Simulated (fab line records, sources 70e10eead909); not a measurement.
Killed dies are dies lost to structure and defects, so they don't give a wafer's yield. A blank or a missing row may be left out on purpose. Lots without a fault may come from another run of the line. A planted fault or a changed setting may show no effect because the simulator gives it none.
Which tool did it? | flow nand_harc | 14 lots, 40 wafers sampled, at 4 steps of a route of 1302

WHAT THE GAUGES READ, wafer by wafer
NHARC_A_CONTACT_CD_MEAS_53.
lot  | measured     | on        | cd_nm (nm)
L827 | day 21 10:28 | cd_sem-01 | 289.4 290.3 290.1
L828 | day 22 15:32 | cd_sem-02 | 287.5 288.4 287.9
L830 | day 23 10:11 | cd_sem-03 | 288.9 289.4 290.2
L832 | day 23 20:47 | cd_sem-02 | 291.1 290.0 290.0
L833 | day 24 14:25 | cd_sem-01 | 288.5 288.2 288.6
L835 | day 24 19:40 | cd_sem-01 | 290.6 289.8 289.6
L834 | day 24 20:31 | cd_sem-01 | 290.5 289.8 289.9
L837 | day 25 12:38 | cd_sem-03 | 289.1 290.7 289.6
L836 | day 25 17:12 | cd_sem-01 | 289.8 288.8 290.2
L841 | day 26 22:16 | cd_sem-02 | 290.8 289.8
L842 | day 27 07:46 | cd_sem-02 | 288.5 287.5
L848 | day 30 07:54 | cd_sem-03 | 289.8 289.7 290.5
L849 | day 30 11:04 | cd_sem-02 | 289.0 288.9 289.1
L850 | day 30 19:47 | cd_sem-03 | 289.3 289.6 288.2

WHICH TOOL RAN EACH LOT (tool, then ch and the chambers of the sampled wafers, then the start)
lot  | NHARC_A_CONTACT_ETCH_114             | NHARC_A_CONTACT_ETCH_117             | NHARC_A_CONTACT_ETCH_90
L827 | har_cap_etch-02 ch 0,1, day 21 07:46 | har_cap_etch-02 ch 0,1, day 21 08:17 | rie_diel-10 ch 0,1,2, day 21 10:16
L828 | har_cap_etch-01 ch 0,1, day 22 12:48 | har_cap_etch-01 ch 0,1, day 22 13:19 | rie_diel-05 ch 0,2, day 22 15:19
L830 | har_cap_etch-02 ch 0,1, day 23 07:31 | har_cap_etch-02 ch 0,1, day 23 08:01 | rie_diel-10 ch 0,2,3, day 23 10:00
L832 | har_cap_etch-02 ch 0,1, day 23 18:03 | har_cap_etch-02 ch 0,1, day 23 18:34 | rie_diel-05 ch 0,3, day 23 20:34
L833 | har_cap_etch-02 ch 0,1, day 24 11:40 | har_cap_etch-02 ch 0,1, day 24 12:11 | rie_diel-05 ch 0,2,3, day 24 14:13
L835 | har_cap_etch-01 ch 0,1, day 24 16:56 | har_cap_etch-01 ch 0,1, day 24 17:27 | rie_diel-05 ch 0,2,3, day 24 19:27
L834 | har_cap_etch-03 ch 1, day 24 17:46   | har_cap_etch-03 ch 1, day 24 18:17   | rie_diel-05 ch 0,1,2, day 24 20:19
L837 | har_cap_etch-02 ch 0,1, day 25 09:55 | har_cap_etch-02 ch 0,1, day 25 10:26 | rie_diel-05 ch 0,2,3, day 25 12:22
L836 | har_cap_etch-01 ch 0,1, day 25 14:29 | har_cap_etch-01 ch 0,1, day 25 14:59 | rie_diel-05 ch 0,3, day 25 16:57
L841 | har_cap_etch-02 ch 1, day 26 19:19   | har_cap_etch-02 ch 1, day 26 19:49   | rie_diel-05 ch 1,3, day 26 22:05
L842 | har_cap_etch-03 ch 0,1, day 27 05:02 | har_cap_etch-03 ch 0,1, day 27 05:32 | rie_diel-05 ch 2,3, day 27 07:33
L848 | har_cap_etch-02 ch 0,1, day 30 04:27 | har_cap_etch-02 ch 0,1, day 30 05:08 | rie_diel-10 ch 0,1,3, day 30 07:34
L849 | har_cap_etch-01 ch 0,1, day 30 08:20 | har_cap_etch-01 ch 0,1, day 30 08:51 | rie_diel-10 ch 0,1,2, day 30 10:52
L850 | har_cap_etch-01 ch 0,1, day 30 16:59 | har_cap_etch-01 ch 0,1, day 30 17:31 | rie_diel-10 ch 0,1,2, day 30 19:33
- NHARC_A_CONTACT_ETCH_114: etches the open film in C4F8/O2/Ar, time 190 s, target depth 1850 nm.
- NHARC_A_CONTACT_ETCH_117: etches the open film in C4F8/O2/Ar, time 190 s, target depth 1850 nm.
- NHARC_A_CONTACT_ETCH_90: etches the open film in CH3F/O2, target depth 40 nm, time 85.7 s.

WHAT THE TOOLS THEMSELVES READ (means of the sampled wafers that have a number; where no wafer has one, the mark that the record gives instead)
NHARC_A_CONTACT_ETCH_90.
lot  | tool        | drypump_motor_current_A (A) | oes_product_au (a.u.) | rf_vpp_V (V) | showerhead_plenum_p_Torr (Torr) | throttle_valve_pct (%)
L827 | rie_diel-10 | 6.0                         | 1.01                  | 244.6        | 2.47                            | 20.668
L828 | rie_diel-05 | 5.7                         | 0.95                  | 244.9        | 2.44                            | 20.665
L830 | rie_diel-10 | 5.5                         | 0.94                  | 245.5        | 2.51                            | 20.653
L832 | rie_diel-05 | 5.1                         | 0.94                  | 243.4        | 2.38                            | 20.662
L833 | rie_diel-05 | 5.4                         | 0.93                  | 243.9        | 2.41                            | 20.668
L835 | rie_diel-05 | 5.4                         | 0.94                  | 244.4        | 2.41                            | 20.663
L834 | rie_diel-05 | 5.6                         | 1.02                  | 244.4        | 2.47                            | 20.660
L837 | rie_diel-05 | 5.4                         | 0.93                  | 244.1        | 2.41                            | 20.663
L836 | rie_diel-05 | 5.3                         | 1.00                  | 243.0        | 2.39                            | 20.660
L841 | rie_diel-05 | 5.2                         | 0.78                  | 245.0        | 2.47                            | 20.662
L842 | rie_diel-05 | 5.3                         | 0.89                  | 244.2        | 2.41                            | 20.657
L848 | rie_diel-10 | 5.5                         | 0.92                  | 242.9        | 2.40                            | 20.662
L849 | rie_diel-10 | 6.0                         | 0.93                  | 244.8        | 2.45                            | 20.667
L850 | rie_diel-10 | 6.0                         | 0.92                  | 245.1        | 2.45                            | 20.661

THE ANSWER, worked out from the rows above alone
Rule: what is usual is taken from the lots themselves. Put in order of their means at a reading, lots are off if they are a third of the lots or fewer, leave a main group of 4 or more, and stand apart from it by a gap of 3 or more times the standard deviation of the main group's means; of several such gaps the widest counts. A main group whose means are all the same, to the digits that the tables above print for the reading, isn't used. A lot without any number at a reading at which 4 lots or more have one is off too. The other lots that the step has rows for count as sound. The gauges are gone through in route order, then the tools' own readings, and for those a lot's mean is taken as printed above. The first step at which some lot is off is used, and at that step the reading that is off furthest; a lot without a number counts as furthest.
No lot is off at any reading shown: from this, nothing can be told.

WHAT THE SIMULATOR HAD PUT IN
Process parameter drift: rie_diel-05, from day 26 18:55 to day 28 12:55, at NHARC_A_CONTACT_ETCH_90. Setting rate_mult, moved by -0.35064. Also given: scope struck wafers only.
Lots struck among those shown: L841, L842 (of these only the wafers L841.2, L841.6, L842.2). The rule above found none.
